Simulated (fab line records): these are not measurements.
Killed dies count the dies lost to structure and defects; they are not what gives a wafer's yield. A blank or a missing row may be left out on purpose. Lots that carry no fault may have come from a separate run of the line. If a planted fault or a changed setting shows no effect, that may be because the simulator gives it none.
fab line records + flow n5_finfet
record
- lots=7
- wafers=39
route steps=1938 shown PAD_METAL@1896 PASSIVATION@1916
start_h: start of the lot's first displayed wafer, in hours after the record's first day + wait_h: hours elapsed since this lot's preceding step + " same as the row above + L1.1+2: a single row standing in for several wafers + - value missing, or start not given + * or withheld: withheld + < > ~ a bound
route shown NAME@n: a module of which the file shows steps, and the number in the route of the first + usual: mean/standard deviation taken from wafers without a fault + same: alike in all rows + chamber/n: place in a boat + sites: per-site readings + _std_site: standard deviation across them + _edge_site: outer sites' mean less inner sites' + radius_mm: for every site, how far away it sits from the centre of the wafer + mask NAME#n: copy n + behind: tool/chamber where the wafer was last shaped + hold: cause of the lot's hold/its duration in hours/its outcome + device: which transistor (n, p or np) failed to switch + end of line: the route-end tests of the same wafers + a step given without rows: its recipe and nothing more + killed: count of dies lost to structure and defects at first sort (not the wafer's yield) + map: a wafer's dies, x killed, . not, _ none there
set.NAME: the setting that was run; set.NAME@STEP: the one run at that earlier step + model.NAME: the simulator's own value behind a step, which no gauge read
one table per step and one row per wafer, for lots whose settings were changed on purpose
## steps
# step N5_PASSIVATION_AL_DEP_21
# recipe
- material=Al
- target_thk_a=28000
- temp_c=400
- time_s=170
- power_w=30000
- chamber_pressure_pa=0.4
- gas=Ar
| lot.wafer | tool           | chamber | start_h | wait_h | set.target_thk_a | model.Al_of_PASSIVATION_AL_DEP_21.thk_nm |
|-----------|----------------|---------|---------|--------|------------------|------------------------------------------|
| L075.1    | pvd_sputter-02 | -       | 267.26  | 0.1    | 16980            | 1701                                     |
| L075.2    | "              | -       | "       | "      | 16980            | 1672                                     |
| L075.3    | "              | -       | "       | "      | 28000            | 2803                                     |
| L075.4    | "              | -       | "       | "      | 28000            | 2824                                     |
| L075.5    | "              | -       | "       | "      | 28000            | 2773                                     |
| L075.6    | "              | -       | "       | "      | 16980            | 1727                                     |
| L077.1    | pvd_sputter-01 | -       | 287.35  | 0.1    | 28000            | 2859                                     |
| L077.2    | "              | -       | "       | "      | 28000            | 2795                                     |
| L077.3    | "              | -       | "       | "      | 28000            | 2828                                     |
| L077.4    | "              | -       | "       | "      | 33890            | 3457                                     |
| L077.5    | "              | -       | "       | "      | 33890            | 3464                                     |
| L077.6    | "              | -       | "       | "      | 33890            | 3408                                     |
| L079.1    | pvd_sputter-01 | -       | 303.64  | 0.1    | 12910            | 1308                                     |
| L079.2    | "              | -       | "       | "      | 12910            | 1356                                     |
| L079.3    | "              | -       | "       | "      | 12910            | 1276                                     |
| L079.4    | "              | -       | "       | "      | 28000            | 2889                                     |
| L079.5    | "              | -       | "       | "      | 28000            | 2796                                     |
| L079.6    | "              | -       | "       | "      | 28000            | 2871                                     |
| L082.1    | pvd_sputter-03 | -       | 329.55  | 0.1    | 23590            | 2358                                     |
| L082.2    | "              | -       | "       | "      | 28000            | 2827                                     |
| L082.3    | "              | -       | "       | "      | 28000            | 2844                                     |
| L082.4    | "              | -       | "       | "      | 23590            | 2393                                     |
| L082.5    | "              | -       | "       | "      | 23590            | 2388                                     |
| L082.6    | "              | -       | "       | "      | 28000            | 2833                                     |
| L084.1    | pvd_sputter-02 | -       | 340.81  | 0.1    | 28000            | 2891                                     |
| L084.2    | "              | -       | "       | "      | 28000            | 2846                                     |
| L084.5    | "              | -       | "       | "      | 28000            | 2865                                     |
| L091.1    | pvd_sputter-03 | -       | 376.10  | 0.1    | 43800            | 4391                                     |
| L091.2    | "              | -       | "       | "      | 28000            | 2781                                     |
| L091.3    | "              | -       | "       | "      | 43800            | 4420                                     |
| L091.4    | "              | -       | "       | "      | 28000            | 2802                                     |
| L091.5    | "              | -       | "       | "      | 28000            | 2788                                     |
| L091.6    | "              | -       | "       | "      | 43800            | 4384                                     |
| L094.1    | pvd_sputter-03 | -       | 399.14  | 0.1    | 28000            | 2837                                     |
| L094.2+5  | "              | -       | "       | "      | 28000            | 2820                                     |
| L094.3    | "              | -       | "       | "      | 33740            | 3397                                     |
| L094.4    | "              | -       | "       | "      | 33740            | 3423                                     |
| L094.6    | "              | -       | "       | "      | 33740            | 3384                                     |
# step N5_PASSIVATION_PECVD_35
# recipe
- material=SiNx
- target_thk_a=7000
- temp_c=400
- precursor=SiH4/NH3/N2
- pressure_torr=4.9
- rf_w=1406
- time_s=151.3
| lot.wafer | tool     | chamber | start_h | wait_h | set.time_s | model.SiNx_of_PASSIVATION_PECVD_35.thk_nm |
|-----------|----------|---------|---------|--------|------------|-------------------------------------------|
| L075.1    | pecvd-01 | 0       | 269.26  | 0.1    | 151.3      | 693.8                                     |
| L075.2+3  | "        | 1,2     | "       | "      | 77.62      | 350                                       |
| L075.4    | "        | 2       | "       | "      | 151.3      | 702.2                                     |
| L075.5    | "        | 0       | "       | "      | 151.3      | 692.8                                     |
| L075.6    | "        | 1       | "       | "      | 77.62      | 353.4                                     |
| L077.1    | pecvd-03 | 2       | 289.25  | 0.1    | 151.3      | 704.8                                     |
| L077.2    | "        | 1       | "       | "      | 221.7      | 1034                                      |
| L077.3    | "        | 0       | "       | "      | 221.7      | 1022                                      |
| L077.4    | "        | 1       | "       | "      | 151.3      | 716.6                                     |
| L077.5    | "        | 2       | "       | "      | 221.7      | 1043                                      |
| L077.6    | "        | 0       | "       | "      | 151.3      | 713.8                                     |
| L079.1    | pecvd-03 | 0       | 306.07  | 0.1    | 151.3      | 703.4                                     |
| L079.2    | "        | 2       | "       | "      | 151.3      | 700.4                                     |
| L079.3    | "        | 1       | "       | "      | 151.3      | 697.4                                     |
| L079.4    | "        | 2       | "       | "      | 151.3      | 705.4                                     |
| L079.5    | "        | 0       | "       | "      | 151.3      | 706.6                                     |
| L079.6    | "        | 1       | "       | "      | 151.3      | 708.2                                     |
| L082.1    | pecvd-04 | 2       | 331.79  | 0.1    | 68.65      | 321.6                                     |
| L082.2    | "        | 0       | "       | "      | 151.3      | 708.6                                     |
| L082.3    | "        | 1       | "       | "      | 68.65      | 329.2                                     |
| L082.4    | "        | 1       | "       | "      | 68.65      | 329.4                                     |
| L082.5    | "        | 2       | "       | "      | 151.3      | 714.4                                     |
| L082.6    | "        | 0       | "       | "      | 151.3      | 718                                       |
| L084.1    | pecvd-04 | 2       | 342.59  | 0.1    | 151.3      | 686.6                                     |
| L084.2    | "        | 0       | "       | "      | 151.3      | 692.8                                     |
| L084.5    | "        | 2       | "       | "      | 151.3      | 699                                       |
| L091.1    | pecvd-03 | 0       | 378.02  | 0.1    | 71.18      | 316.6                                     |
| L091.2    | "        | 2       | "       | "      | 151.3      | 702.2                                     |
| L091.3    | "        | 1       | "       | "      | 151.3      | 699.6                                     |
| L091.4    | "        | 1       | "       | "      | 71.18      | 344                                       |
| L091.5    | "        | 2       | "       | "      | 151.3      | 704.4                                     |
| L091.6    | "        | 0       | "       | "      | 71.18      | 334                                       |
| L094.1    | pecvd-01 | 2       | 400.96  | 0.1    | 213.8      | 977.6                                     |
| L094.2    | "        | 0       | "       | "      | 213.8      | 976.2                                     |
| L094.3    | "        | 2       | "       | "      | 151.3      | 697                                       |
| L094.4    | "        | 0       | "       | "      | 213.8      | 997.2                                     |
| L094.5    | "        | 2       | "       | "      | 151.3      | 708.2                                     |
| L094.6    | "        | 0       | "       | "      | 151.3      | 710.2                                     |
## key
split
- step=N5_PASSIVATION_AL_DEP_21
- setting=target_thk_a
- stated=28000
- by=wafer
response
- step=N5_PASSIVATION_AL_DEP_21
- reading=model.Al_of_PASSIVATION_AL_DEP_21.thk_nm
- change=+28.4
- per=1%
- r=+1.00
split
- step=N5_PASSIVATION_PECVD_35
- setting=time_s
- stated=151.3
- by=wafer
response
- step=N5_PASSIVATION_PECVD_35
- reading=model.SiNx_of_PASSIVATION_PECVD_35.thk_nm
- change=+6.98
- per=1%
- r=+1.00
